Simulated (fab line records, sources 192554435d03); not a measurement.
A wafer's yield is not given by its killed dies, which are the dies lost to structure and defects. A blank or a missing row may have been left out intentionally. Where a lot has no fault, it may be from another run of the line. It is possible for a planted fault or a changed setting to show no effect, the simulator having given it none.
fab line records	flow n5Finfet
record: lots: 11	wafers: 31	lastDay: 18
route steps=1938 shown BEOL_M11@1586 BEOL_M12@1602 PASSIVATION@1936
lots that met no fault: taken from a fault-free run of the same line
startH: start of the lot's first displayed wafer, in hours after the record's first day	waitH: how many hours have passed since the lot's step before this one	" identical to the entry in the row above	L1.1+2: one row covering several wafers at once	- either no value or no given start	* or withheld: withheld	< > ~ a bound
route shown NAME@n: a module of which the file shows steps, and the number in the route of the first	usual: mean/standard deviation taken from wafers without a fault	same: alike in all rows	chamber/n: place in a boat	sites: readings site by site	_std_site: standard deviation across them	_edge_site: inner sites' mean taken away from outer sites' mean	radiusMm: for every site, how far away it sits from the centre of the wafer	mask NAME#n: copy n	behind: tool/chamber where the wafer was last shaped	hold: why the lot was held/for how many hours/how that ended	device: the n, p or np transistor that did not switch	end of line: the route-end tests of the same wafers	a step given without rows: its recipe and nothing more	killed: the dies lost at the first sort to structure and to defects; this is not the yield of the wafer	map: per-die view of a wafer (x killed, . not killed, _ where there is no die)
set.NAME: the run value of the setting; set.NAME@STEP: its run value at that earlier step	model.NAME: the simulator's own value behind a step, which no gauge read
steps of the route over a sample of lots; a table a step, a row a wafer
services: from which hour (startH, from the record's first day; less than 0 if before it) a tool's chamber was out of use, for how many hours, and why
== steps ==
step: N5_BEOL_M11_CD_MEAS_35
recipe: targetCdNm: 70	polarity: opening
usual: cdNm: 69.8/0.9
lot.wafer	tool	chamber	startH	waitH	cdNm
L548.3	cdSem-01	-	268.72	0.0	68.9
L548.4	"	-	"	"	69.1
L548.6	"	-	"	"	68.8
L551.1	cdSem-03	-	288.43	0.0	70.8
L551.3	"	-	"	"	71.2
L551.4	"	-	"	"	69.4
L553.1	cdSem-02	-	301.64	0.0	71.9
L553.4	"	-	"	"	69.5
L553.5	"	-	"	"	68.9
L555.2	cdSem-02	-	321.31	0.0	69.4
L555.5	"	-	"	"	70.0
L555.6	"	-	"	"	69.8
L557.2	cdSem-03	-	332.60	0.0	70.7
L557.4	"	-	"	"	69.9
L557.5	"	-	"	"	69.9
L556.1	cdSem-03	-	333.13	0.0	69.4
L556.3	"	-	"	"	68.2
L556.6	"	-	"	"	69.6
L560.1	cdSem-02	-	351.87	0.0	69.5
L560.4	"	-	"	"	69.9
L560.5	"	-	"	"	68.9
L562.2	cdSem-02	-	361.15	0.0	70.0
L562.3	"	-	"	"	71.4
L562.6	"	-	"	"	68.3
L563.5	cdSem-03	-	365.25	0.0	68.4
L563.6	"	-	"	"	69.4
L565.4	cdSem-03	-	374.97	0.0	71.6
L565.6	"	-	"	"	70.8
L569.2	cdSem-02	-	382.13	0.0	68.6
L569.4	"	-	"	"	69.2
L569.6	"	-	"	"	70.6
step: N5_BEOL_M11_INSPECT_58
recipe: inspectInstrument: darkfield	mode: postDep
usual: rawDefectCount: 66/24
lot.wafer	tool	chamber	startH	waitH	rawDefectCount
L548.3	defectInspect-02	-	274.60	0.0	42
L548.4	"	-	"	"	45
L548.6	"	-	"	"	44
L551.1	defectInspect-02	-	291.58	0.0	63
L551.3	"	-	"	"	60
L551.4	"	-	"	"	58
L553.1	defectInspect-02	-	304.02	0.0	96
L553.4	"	-	"	"	49
L553.5	"	-	"	"	99
L555.2	defectInspect-02	-	324.57	0.0	77
L555.5	"	-	"	"	63
L555.6	"	-	"	"	77
L557.2	defectInspect-02	-	335.82	0.0	37
L557.4	"	-	"	"	73
L557.5	"	-	"	"	55
L556.1	defectInspect-02	-	336.27	0.0	75
L556.3	"	-	"	"	75
L556.6	"	-	"	"	70
L560.1	defectInspect-01	-	354.95	0.0	113
L560.4	"	-	"	"	90
L560.5	"	-	"	"	107
L562.2	defectInspect-02	-	364.03	0.0	21
L562.3	"	-	"	"	34
L562.6	"	-	"	"	42
L563.5	defectInspect-01	-	368.18	0.0	116
L563.6	"	-	"	"	83
L565.4	defectInspect-01	-	379.17	0.0	71
L565.6	"	-	"	"	54
L569.2	defectInspect-01	-	385.97	0.0	60
L569.4	"	-	"	"	69
L569.6	"	-	"	"	73
step: N5_BEOL_M12_ILD_DEP_00
recipe: material: SiOC	targetThkA: 6589.2	tempC: 350	precursor: DEMS/O2	pressureTorr: 5	rfW: 500	timeS: 130.7
usual: heaterPowerW: 505/73	showerheadPlenumPTorr: 5.688/0.014	showerheadVppV: 1371/50	throttleValvePct: 11.9/0.6
lot.wafer	tool	chamber	startH	waitH	heaterPowerW	showerheadPlenumPTorr	showerheadVppV	throttleValvePct
L548.3	pecvd-04	0	274.63	0.0	610	5.674	1315	11.1
L548.4	"	0	"	"	477	5.692	1325	11.4
L548.6	"	2	"	"	564	5.705	1333	11.5
L551.1	pecvd-03	0	291.61	0.0	507	5.679	1419	12.6
L551.3	"	1	"	"	603	5.661	1381	12.8
L551.4	"	0	"	"	555	5.685	1407	12.9
L553.1	pecvd-04	1	304.06	0.0	513	5.694	1409	12.7
L553.4	"	1	"	"	518	5.677	1417	12.8
L553.5	"	2	"	"	498	5.709	1316	11.8
L555.2	pecvd-02	2	324.61	0.0	481	5.693	1428	11.9
L555.5	"	0	"	"	347	5.661	1358	11.7
L555.6	"	2	"	"	491	5.703	1399	11.5
L557.2	pecvd-02	2	335.89	0.1	453	5.676	1413	11.7
L557.4	"	1	"	"	595	5.702	1247	11.6
L557.5	"	2	"	"	475	5.694	1416	11.8
L556.1	pecvd-02	0	336.31	0.0	373	5.677	1384	11.5
L556.3	"	1	"	"	571	5.690	1277	11.9
L556.6	"	0	"	"	280	5.693	1379	11.6
L560.1	pecvd-03	1	354.99	0.0	555	5.676	1380	12.9
L560.4	"	0	"	"	567	5.679	1430	12.8
L560.5	"	1	"	"	580	5.664	1370	12.7
L562.2	pecvd-03	1	364.07	0.0	583	5.680	1372	12.8
L562.3	"	2	"	"	475	5.690	1416	11.4
L562.6	"	0	"	"	558	5.691	1423	12.9
L563.5	pecvd-02	2	368.26	0.1	474	5.687	1433	11.6
L563.6	"	0	"	"	376	5.685	1352	11.7
L565.4	pecvd-02	2	379.25	0.1	474	5.704	1386	11.5
L565.6	"	0	"	"	344	5.670	1359	11.5
L569.2	pecvd-03	2	386.01	0.0	548	5.676	1441	11.6
L569.4	"	2	"	"	588	5.688	1435	11.3
L569.6	"	0	"	"	556	5.671	1407	12.9
step: N5_BEOL_M12_THK_MEAS_01
recipe: reads: SiOC_of_BEOL_M12_ILD_DEP_00
usual: M12_ILD_THK: 658/9.3
lot.wafer	tool	chamber	startH	waitH	M12_ILD_THK[nm]
L548.3	filmMetro-01	-	274.77	0.1	646
L548.4	"	-	"	"	659
L548.6	"	-	"	"	663
L551.1	filmMetro-02	-	291.75	0.1	648
L551.3	"	-	"	"	649
L551.4	"	-	"	"	659
L553.1	filmMetro-01	-	304.19	0.1	659
L553.4	"	-	"	"	666
L553.5	"	-	"	"	675
L555.2	filmMetro-01	-	324.74	0.1	659
L555.5	"	-	"	"	658
L555.6	"	-	"	"	670
L557.2	filmMetro-02	-	336.02	0.1	668
L557.4	"	-	"	"	686
L557.5	"	-	"	"	679
L556.1	filmMetro-01	-	336.44	0.1	643
L556.3	"	-	"	"	661
L556.6	"	-	"	"	661
L560.1	filmMetro-02	-	355.12	0.1	659
L560.4	"	-	"	"	659
L560.5	"	-	"	"	657
L562.2	filmMetro-01	-	364.20	0.1	649
L562.3	"	-	"	"	645
L562.6	"	-	"	"	667
L563.5	filmMetro-02	-	368.35	0.0	972
L563.6	"	-	"	"	657
L565.4	filmMetro-01	-	379.33	0.0	978
L565.6	"	-	"	"	659
L569.2	filmMetro-01	-	386.14	0.1	645
L569.4	"	-	"	"	655
L569.6	"	-	"	"	668
step: N5_BEOL_M12_INSPECT_12
recipe: mode: adi	inspectInstrument: macro
usual: rawDefectCount: 2.1/1.4
lot.wafer	tool	chamber	startH	waitH	rawDefectCount
L548.3	defectInspect-02	-	275.25	0.0	1
L548.4	"	-	"	"	1
L548.6	"	-	"	"	0
L551.1	defectInspect-02	-	292.11	0.0	1
L551.3	"	-	"	"	3
L551.4	"	-	"	"	0
L553.1	defectInspect-02	-	304.68	0.0	3
L553.4	"	-	"	"	2
L553.5	"	-	"	"	1
L555.2	defectInspect-02	-	325.10	0.0	1
L555.5	"	-	"	"	3
L555.6	"	-	"	"	1
L557.2	defectInspect-02	-	336.50	0.0	1
L557.4	"	-	"	"	1
L557.5	"	-	"	"	2
L556.1	defectInspect-02	-	336.80	0.0	3
L556.3	"	-	"	"	1
L556.6	"	-	"	"	4
L560.1	defectInspect-01	-	355.61	0.0	1
L560.4	"	-	"	"	4
L560.5	"	-	"	"	3
L562.2	defectInspect-01	-	364.56	0.0	2
L562.3	"	-	"	"	6
L562.6	"	-	"	"	1
L563.5	defectInspect-01	-	368.71	0.0	2
L563.6	"	-	"	"	1
L565.4	defectInspect-02	-	379.69	0.0	3
L565.6	"	-	"	"	0
L569.2	defectInspect-02	-	386.62	0.0	1
L569.4	"	-	"	"	2
L569.6	"	-	"	"	1
step: N5_BEOL_M12_STRIP_63
recipe: chemistry: N2/H2	powerW: 1000	tempC: 250	h2Frac: 0.65	overashFraction: 0.3	pressureMtorr: 1000	n2FlowSccm: 1750	h2FlowSccm: 3250
usual: drypumpMotorCurrentA: 5.7/0.4	h2FlowSccm: 3249/10	heaterPowerW: 334/19	oesProductAu: 0.693/0.0049	stripTimeToEndpointS: 42.3/1
lot.wafer	tool	chamber	startH	waitH	drypumpMotorCurrentA	h2FlowSccm	heaterPowerW	oesProductAu	rfHoursCounterH	stripTimeToEndpointS
L548.3	plasmaAsher-01	0	275.81	-	5.6	3276	295	0.694	-	44.9
L548.4	"	1	"	"	5.1	3249	347	0.705	-	43.0
L548.6	"	1	"	"	5.1	3231	348	0.695	-	43.5
L551.1	plasmaAsher-01	1	292.83	-	5.1	3264	352	0.692	130	41.9
L551.3	"	1	"	"	5.1	3247	353	0.692	-	42.4
L551.4	"	0	"	"	5.6	3262	306	0.692	-	41.3
L553.1	plasmaAsher-02	1	305.03	-	6.3	3243	357	0.685	81	42.9
L553.4	"	1	"	"	6.2	3230	355	0.696	-	43.3
L553.5	"	1	"	"	6.2	3240	352	0.694	-	43.1
L555.2	plasmaAsher-01	1	325.54	-	5.1	3248	356	0.681	136	42.4
L555.5	"	1	"	"	5.1	3232	346	0.687	-	42.9
L555.6	"	0	"	"	5.6	3248	309	0.691	-	41.6
L557.2	plasmaAsher-01	1	336.82	-	5.1	3263	359	0.697	138	41.3
L557.4	"	1	"	"	5.1	3257	359	0.686	-	39.3
L557.5	"	0	"	"	5.6	3230	305	0.683	-	40.4
L556.1	plasmaAsher-02	0	337.21	-	5.9	3248	328	0.695	88	44.5
L556.3	"	1	"	"	6.2	3235	353	0.692	-	42.9
L556.6	"	1	"	"	6.2	3241	344	0.692	-	42.9
L560.1	plasmaAsher-01	0	355.93	-	5.6	3258	297	0.694	142	42.0
L560.4	"	0	"	"	5.6	3248	307	0.691	-	42.9
L560.5	"	1	"	"	5.1	3252	350	0.700	-	43.3
L562.2	plasmaAsher-02	1	364.89	-	6.3	3259	352	0.687	94	42.3
L562.3	"	0	"	"	5.8	3253	328	0.688	-	42.3
L562.6	"	0	"	"	5.9	3249	332	0.697	-	39.9
L563.5	plasmaAsher-02	0	369.06	-	5.9	3234	322	0.642	-	15.6
L563.6	"	1	"	"	6.2	3255	345	0.689	-	42.3
L565.4	plasmaAsher-02	0	380.06	-	5.9	3241	330	0.655	-	15.8
L565.6	"	0	"	"	5.9	3254	332	0.695	-	42.2
L569.2	plasmaAsher-02	1	386.94	-	6.2	3251	344	0.691	99	44.1
L569.4	"	1	"	"	6.2	3246	353	0.686	-	43.0
L569.6	"	1	"	"	6.2	3257	341	0.695	-	41.2
step: N5_PASSIVATION_PROBE_49
usual: defectLimitedYield: 91.0/1.4	killed_at_M0_to_M3: 34/10	killed_at_M4_up: 15/5.5	killedAtContacts: 12/6.1	killedAtFrontEnd: 41/12	killedAtOther: 4/3.4	killedDies: 106/17	killedOpen: 70/13	killedShort: 34/7.4	sort_bin_5_function: 5.3/1	sort_bin_6_memory: 3.4/0.69	sort_bin_8_speed: 0.03/0.22	sortNPass: 1073/17	sortYieldPct: 91.0/1.4
same: grossDies: 1180	killedAtBackSide: 0	sort_bin_4_leakage[%]: 0
lot.wafer	tool	chamber	startH	waitH	defectLimitedYield[%]	killed_at_M0_to_M3	killed_at_M4_up	killedAtContacts	killedAtFrontEnd	killedAtOther	killedDies	killedOpen	killedShort	sort_bin_5_function[%]	sort_bin_6_memory[%]	sort_bin_8_speed[%]	sortNPass	sortYieldPct[%]
L548.3	prober-01	-	309.24	0.1	90.8	47	24	11	24	2	108	77	27	4.5	4.4	0	1072	90.8
L548.4	prober-01	-	309.29	0.2	90.7	37	15	14	44	0	110	76	27	5.3	3.9	0	1070	90.7
L548.6	prober-01	-	309.39	0.3	92.2	29	11	7	43	2	92	63	28	4.4	3.2	0	1088	92.2
L551.1	prober-02	-	333.06	0.0	90.2	38	6	23	44	5	116	79	31	5.6	4.0	0	1064	90.2
L551.3	prober-02	-	333.16	0.1	91.9	35	12	7	38	3	95	63	31	5.1	2.5	0	1085	91.9
L551.4	prober-02	-	333.21	0.2	90.8	37	21	15	29	6	108	72	35	6.4	2.7	0	1072	90.8
L553.1	prober-02	-	346.82	0.0	91.5	20	18	12	46	4	100	57	42	5.2	3.0	0	1080	91.5
L553.4	prober-02	-	346.97	0.2	90.1	36	5	16	49	11	117	71	43	6.0	3.3	0	1063	90.1
L553.5	prober-02	-	347.02	0.2	89.8	39	17	25	37	2	120	87	31	5.6	4.2	0	1060	89.8
L555.2	prober-01	-	373.37	0.1	89.0	51	23	17	37	2	130	82	47	6.7	4.2	0	1050	89.0
L555.5	prober-01	-	373.52	0.2	89.4	25	18	15	62	5	125	91	32	5.9	4.2	0	1055	89.4
L555.6	prober-01	-	373.57	0.3	88.6	50	14	12	50	8	134	85	47	7.5	3.2	0	1046	88.6
L557.2	prober-01	-	380.01	0.1	90.4	51	12	9	38	3	113	75	37	5.2	4.3	0	1067	90.4
L557.4	prober-01	-	380.11	0.2	91.8	31	9	7	40	10	97	63	34	5.5	2.5	0	1083	91.8
L557.5	prober-01	-	380.16	0.2	90.7	44	16	9	40	1	110	64	46	5.5	3.6	0	1070	90.7
L556.1	prober-02	-	381.93	0.0	90.4	32	18	6	55	2	113	77	26	4.9	3.8	0	1067	90.4
L556.3	prober-02	-	382.03	0.1	92.2	29	17	8	37	1	92	48	36	4.7	2.3	0	1088	92.2
L556.6	prober-02	-	382.18	0.3	89.3	32	22	5	65	2	126	83	34	6.9	3.1	0	1054	89.3
L560.1	prober-01	-	408.83	0.0	90.3	28	19	22	34	11	114	79	33	5.9	3.5	0	1066	90.3
L560.4	prober-01	-	408.98	0.2	94.2	19	17	7	20	6	69	37	29	2.7	3.0	0	1111	94.2
L562.2	prober-01	-	409.50	0.1	89.2	26	18	34	46	4	128	74	50	5.3	4.7	0	1052	89.2
L562.3	prober-01	-	409.55	0.1	90.6	35	16	19	32	9	111	78	32	6.3	3.1	0	1069	90.6
L562.6	prober-01	-	409.70	0.3	91.5	29	23	14	23	11	100	61	33	4.7	3.2	0	1080	91.5
L563.5	prober-01	-	419.78	0.2	88.9	31	13	16	57	14	131	82	48	6.8	3.8	0	1049	88.9
L563.6	prober-01	-	419.83	0.3	90.8	42	10	10	43	3	108	66	42	6.0	2.6	0	1072	90.8
L565.4	prober-02	-	426.45	0.2	89.5	17	23	16	64	4	124	92	31	6.9	3.5	0	1056	89.5
L565.6	prober-02	-	426.55	0.3	89.6	30	20	7	61	5	123	83	36	5.5	4.5	0	1057	89.6
L569.2	prober-02	-	436.70	0.1	90.2	45	9	24	31	7	116	81	32	5.6	3.6	0	1064	90.2
L569.4	prober-02	-	436.80	0.2	92.1	25	15	14	31	8	93	58	31	3.0	4.2	0	1087	92.1
L569.6	prober-02	-	436.90	0.3	93.7	25	7	10	28	4	74	46	22	3.2	2.6	0.08	1106	93.7
killed by level:class
L548.3 BEOL_M2:geometricParticle:open=16 BEOL_M4:geometricParticle:open=16 BEOL_M0_SAQP:geometricParticle:short=9 MOL_CONTACT_COAG:geometricParticle:open=8 BEOL_M0_SAQP:geometricParticle:open=6 BEOL_M1:geometricParticle:open=6 FIN_SAQP:geometricParticle:open=5 FIN_SAQP:geometricParticle:short=4
L548.4 STI_FIN_REVEAL:geometricParticle:open=23 BEOL_M0_SAQP:geometricParticle:open=10 BEOL_M2:geometricParticle:open=10 MOL_CONTACT_COAG:geometricParticle:open=8 STI_FIN_REVEAL:geometricParticle:short=6 MOL_CONTACT_COAG:geometricParticle:short=6 BEOL_M3:geometricParticle:open=6 FIN_SAQP:geometricParticle:short=4
L548.6 STI_FIN_REVEAL:geometricParticle:open=22 BEOL_M2:geometricParticle:open=10 FIN_SAQP:geometricParticle:short=7 STI_FIN_REVEAL:geometricParticle:short=6 MOL_CONTACT_COAG:geometricParticle:open=6 BEOL_M0_SAQP:geometricParticle:short=4 BEOL_M1:geometricParticle:open=4 BEOL_M3:geometricParticle:open=4
L551.1 MOL_CONTACT_COAG:geometricParticle:open=21 STI_FIN_REVEAL:geometricParticle:open=11 BEOL_M3:geometricParticle:open=10 BEOL_M2:geometricParticle:open=7 BEOL_M0_SAQP:geometricParticle:open=6 BEOL_M0_SAQP:geometricParticle:short=5 STARTING-WAFER:geometricParticle:open=5 BEOL_M1:geometricParticle:open=4
L551.3 STI_FIN_REVEAL:geometricParticle:open=12 BEOL_M2:geometricParticle:open=11 BEOL_M0_SAQP:geometricParticle:open=8 BEOL_M0_SAQP:geometricParticle:short=6 MOL_CONTACT_COAG:geometricParticle:open=6 FIN_SAQP:geometricParticle:open=5 FIN_SAQP:geometricParticle:short=5 BEOL_M1:geometricParticle:open=5
L551.4 MOL_CONTACT_COAG:geometricParticle:open=13 BEOL_M4:geometricParticle:open=10 BEOL_M0_SAQP:geometricParticle:open=8 BEOL_M0_SAQP:geometricParticle:short=8 BEOL_M1:geometricParticle:open=7 FIN_SAQP:geometricParticle:short=6 FIN_SAQP:geometricParticle:open=4 STI_FIN_REVEAL:geometricParticle:short=4
L553.1 GATE_CUT:geometricParticle:short=10 MOL_CONTACT_COAG:geometricParticle:open=10 STI_FIN_REVEAL:geometricParticle:open=8 BEOL_M0_SAQP:geometricParticle:short=8 FIN_SAQP:geometricParticle:open=6 BEOL_M4:geometricParticle:open=6 FIN_SAQP:geometricParticle:short=5 BEOL_M3:geometricParticle:open=4
L553.4 MOL_CONTACT_COAG:geometricParticle:open=13 BEOL_M0_SAQP:geometricParticle:short=10 STI_FIN_REVEAL:geometricParticle:open=9 GATE_CUT:geometricParticle:short=7 PASS1_CAP:geometricParticle:open=7 BEOL_M3:geometricParticle:open=7 DUMMY_GATE:geometricParticle:open=6 GATE_CUT:geometricParticle:open=6
L553.5 MOL_CONTACT_COAG:geometricParticle:open=23 BEOL_M0_SAQP:geometricParticle:open=10 BEOL_M3:geometricParticle:open=10 BEOL_M0_SAQP:geometricParticle:short=8 DUMMY_GATE:geometricParticle:open=7 STI_FIN_REVEAL:geometricParticle:open=6 BEOL_M4:geometricParticle:open=6 FIN_SAQP:geometricParticle:open=5
L555.2 MOL_CONTACT_COAG:geometricParticle:open=15 BEOL_M4:geometricParticle:open=14 FIN_SAQP:geometricParticle:open=12 BEOL_M0_SAQP:geometricParticle:short=12 BEOL_M1:geometricParticle:short=10 STI_FIN_REVEAL:geometricParticle:open=9 BEOL_M0_SAQP:geometricParticle:open=8 FIN_SAQP:geometricParticle:short=7
L555.5 FIN_SAQP:geometricParticle:open=30 STI_FIN_REVEAL:geometricParticle:open=14 MOL_CONTACT_COAG:geometricParticle:open=13 FIN_SAQP:geometricParticle:short=7 BEOL_M4:geometricParticle:open=7 BEOL_M1:geometricParticle:open=6 BEOL_M0:geometricParticle:open=5 BEOL_M0_SAQP:geometricParticle:open=4
L555.6 STI_FIN_REVEAL:geometricParticle:open=17 BEOL_M3:geometricParticle:open=14 FIN_SAQP:geometricParticle:open=11 BEOL_M1:geometricParticle:open=10 MOL_CONTACT_COAG:geometricParticle:open=10 FIN_SAQP:geometricParticle:short=7 BEOL_M1:geometricParticle:short=6 MIM_TOP:geometricParticle:short=5
L557.2 BEOL_M2:geometricParticle:open=14 BEOL_M0_SAQP:geometricParticle:open=12 BEOL_M0_SAQP:geometricParticle:short=11 FIN_SAQP:geometricParticle:open=10 DUMMY_GATE:geometricParticle:open=10 FIN_SAQP:geometricParticle:short=8 MOL_CONTACT_COAG:geometricParticle:open=6 BEOL_M1:geometricParticle:open=5
L557.4 STI_FIN_REVEAL:geometricParticle:open=10 FIN_SAQP:geometricParticle:short=7 MOL_CONTACT_COAG:geometricParticle:open=7 BEOL_M3:geometricParticle:open=6 FIN_SAQP:geometricParticle:open=6 BEOL_M1:geometricParticle:open=6 DUMMY_GATE:geometricParticle:open=5 BEOL_M0_SAQP:geometricParticle:short=5
L557.5 BEOL_M0_SAQP:geometricParticle:short=16 FIN_SAQP:geometricParticle:short=15 FIN_SAQP:geometricParticle:open=9 MOL_CONTACT_COAG:geometricParticle:open=8 BEOL_M0_SAQP:geometricParticle:open=8 BEOL_M2:geometricParticle:open=8 BEOL_M5:geometricParticle:open=7 BEOL_M3:geometricParticle:open=5
L556.1 STI_FIN_REVEAL:geometricParticle:open=17 FIN_SAQP:geometricParticle:open=12 BEOL_M2:geometricParticle:open=12 BEOL_M0_SAQP:geometricParticle:open=10 HKMG_FIN:areaEtch=7 FIN_SAQP:geometricParticle:short=6 BEOL_M4:geometricParticle:open=6 DUMMY_GATE:geometricParticle:open=4
L556.3 BEOL_M2:geometricParticle:open=7 MOL_CONTACT_COAG:geometricParticle:open=6 BEOL_M2:geometricParticle:short=6 HKMG_FIN:areaEtch=6 GATE_CUT:geometricParticle:short=5 BEOL_M0_SAQP:geometricParticle:open=5 FIN_SAQP:geometricParticle:open=4 STI_FIN_REVEAL:geometricParticle:open=4
L556.6 STI_FIN_REVEAL:geometricParticle:open=20 BEOL_M5:geometricParticle:open=11 FIN_SAQP:geometricParticle:open=9 GATE_CUT:geometricParticle:short=8 BEOL_M2:geometricParticle:open=8 BEOL_M0_SAQP:geometricParticle:open=6 HKMG_FIN:areaEtch=6 MOL_CONTACT_COAG:geometricParticle:open=5
L560.1 MOL_CONTACT_COAG:geometricParticle:open=16 BEOL_M2:geometricParticle:open=10 BEOL_M4:geometricParticle:open=7 BEOL_M3:geometricParticle:open=7 MOL_CONTACT_COAG:geometricParticle:short=6 BEOL_M1:geometricParticle:open=6 FIN_SAQP:geometricParticle:open=5 FIN_SAQP:geometricParticle:short=5
L560.4 MOL_CONTACT_COAG:geometricParticle:open=7 BEOL_M4:geometricParticle:open=7 BEOL_M0_SAQP:geometricParticle:short=6 FIN_SAQP:geometricParticle:short=5 BEOL_M2:geometricParticle:open=4 STARTING-WAFER:geometricParticle:short=4 GATE_CUT:geometricParticle:short=3 BEOL_M0_SAQP:geometricParticle:open=3
L562.2 MOL_CONTACT_COAG:geometricParticle:open=28 BEOL_M0_SAQP:geometricParticle:short=15 STI_FIN_REVEAL:geometricParticle:open=13 BEOL_M4:geometricParticle:open=8 MOL_CONTACT_COAG:geometricParticle:short=6 GATE_CUT:geometricParticle:short=6 STARTING-WAFER:geometricParticle:short=6 BEOL_M0_SAQP:geometricParticle:open=5
L562.3 MOL_CONTACT_COAG:geometricParticle:open=15 BEOL_M2:geometricParticle:open=14 BEOL_M4:geometricParticle:open=8 BEOL_M0_SAQP:geometricParticle:short=7 STI_FIN_REVEAL:geometricParticle:open=6 FIN_SAQP:geometricParticle:open=5 FIN_CUT:geometricParticle:open=4 MOL_CONTACT_COAG:geometricParticle:short=4
L562.6 BEOL_M4:geometricParticle:open=12 MOL_CONTACT_COAG:geometricParticle:open=10 BEOL_M0_SAQP:geometricParticle:open=10 BEOL_M3:geometricParticle:open=6 STI_FIN_REVEAL:geometricParticle:open=5 MOL_CONTACT_COAG:geometricParticle:short=4 BEOL_M0_SAQP:geometricParticle:short=4 BEOL_M2:geometricParticle:short=4
L563.5 MOL_CONTACT_COAG:geometricParticle:open=15 STI_FIN_REVEAL:geometricParticle:open=11 STI_FIN_REVEAL:geometricParticle:short=10 GATE_CUT:geometricParticle:short=9 BEOL_M1:geometricParticle:open=9 BEOL_M2:geometricParticle:open=6 FIN_SAQP:geometricParticle:short=5 FIN_SAQP:geometricParticle:open=5
L563.6 BEOL_M0_SAQP:geometricParticle:short=13 FIN_SAQP:geometricParticle:short=10 BEOL_M2:geometricParticle:open=10 MOL_CONTACT_COAG:geometricParticle:open=10 BEOL_M0_SAQP:geometricParticle:open=7 FIN_SAQP:geometricParticle:open=6 STI_FIN_REVEAL:geometricParticle:open=5 DUMMY_GATE:geometricParticle:open=5
L565.4 STI_FIN_REVEAL:geometricParticle:open=25 BEOL_M4:geometricParticle:open=14 MOL_CONTACT_COAG:geometricParticle:open=11 FIN_SAQP:geometricParticle:open=8 FIN_SAQP:geometricParticle:short=7 BEOL_M1:geometricParticle:open=6 DUMMY_GATE:geometricParticle:open=5 MOL_CONTACT_COAG:geometricParticle:short=5
L565.6 FIN_SAQP:geometricParticle:short=14 STI_FIN_REVEAL:geometricParticle:open=13 FIN_SAQP:geometricParticle:open=11 BEOL_M3:geometricParticle:open=11 MOL_CONTACT_COAG:geometricParticle:open=6 BEOL_M4:geometricParticle:open=5 BEOL_M5:geometricParticle:open=5 BEOL_M2:geometricParticle:open=5
L569.2 MOL_CONTACT_COAG:geometricParticle:open=19 BEOL_M0_SAQP:geometricParticle:open=12 BEOL_M0_SAQP:geometricParticle:short=10 BEOL_M1:geometricParticle:open=9 BEOL_M2:geometricParticle:open=8 FIN_SAQP:geometricParticle:open=7 STI_FIN_REVEAL:geometricParticle:open=5 MOL_CONTACT_COAG:geometricParticle:short=5
L569.4 MOL_CONTACT_COAG:geometricParticle:open=11 BEOL_M2:geometricParticle:open=9 BEOL_M0_SAQP:geometricParticle:open=8 BEOL_M4:geometricParticle:open=8 FIN_SAQP:geometricParticle:open=7 GATE_CUT:geometricParticle:short=4 BEOL_M0_SAQP:geometricParticle:short=4 PAD_METAL:geometricParticle:short=4
L569.6 MOL_CONTACT_COAG:geometricParticle:open=9 BEOL_M1:geometricParticle:open=7 BEOL_M0_SAQP:geometricParticle:short=5 DUMMY_GATE:geometricParticle:open=4 BEOL_M0_SAQP:geometricParticle:open=3 BEOL_M2:geometricParticle:open=3 BEOL_M3:geometricParticle:open=3 BEOL_M5:geometricParticle:open=3
== services ==
tool	chamber	startH	hours	kind
pecvd-04	0	279.23	9.4	repair
pecvd-04	0	293.77	5.5	scheduledDown
pecvd-04	-	309.12	3.2	repair
pecvd-02	0	314.55	5.5	scheduledDown
pecvd-03	-	332.55	0.9	repair
pecvd-03	-	334.37	1.9	repair
pecvd-04	0	346.67	22.1	repair
pecvd-04	1	346.77	2.1	scheduledDown
pecvd-03	2	356.17	2.1	scheduledDown
plasmaAsher-02	-	375.21	1.4	repair
pecvd-04	1	383.62	-	clean
pecvd-04	1	383.62	-	consumableReplace:showerhead
pecvd-04	1	383.62	29.0	scheduledDown
pecvd-04	1	383.62	29.0	ventCycle
plasmaAsher-01	-	384.11	17.1	repair
== key ==
firstSign: step: N5_BEOL_M12_THK_MEAS_01	reading: M12_ILD_THK	direction: up	sigmas: 34	usual: 658	struck: 975
effect: step: N5_BEOL_M12_STRIP_63	reading: stripTimeToEndpointS	direction: down	sigmas: 26	usual: *	struck: *
metAt N5_BEOL_M12_ILD_DEP_00
struckLots L563,L565
struckWafers L563.5,L565.4
notActingAt N5_BEOL_M11_CD_MEAS_35,N5_BEOL_M11_INSPECT_58,N5_BEOL_M12_INSPECT_12
onsetBetween 336.31 368.26
fault: kind: processParameterDrift	tool: pecvd-02	chamber: -	onsetH: 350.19	steps: N5_BEOL_M12_ILD_DEP_00	channel: targetThkA	offset: *	shape: step	endH: 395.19	scope: struckWafersOnly	actsIn: *	stated: *
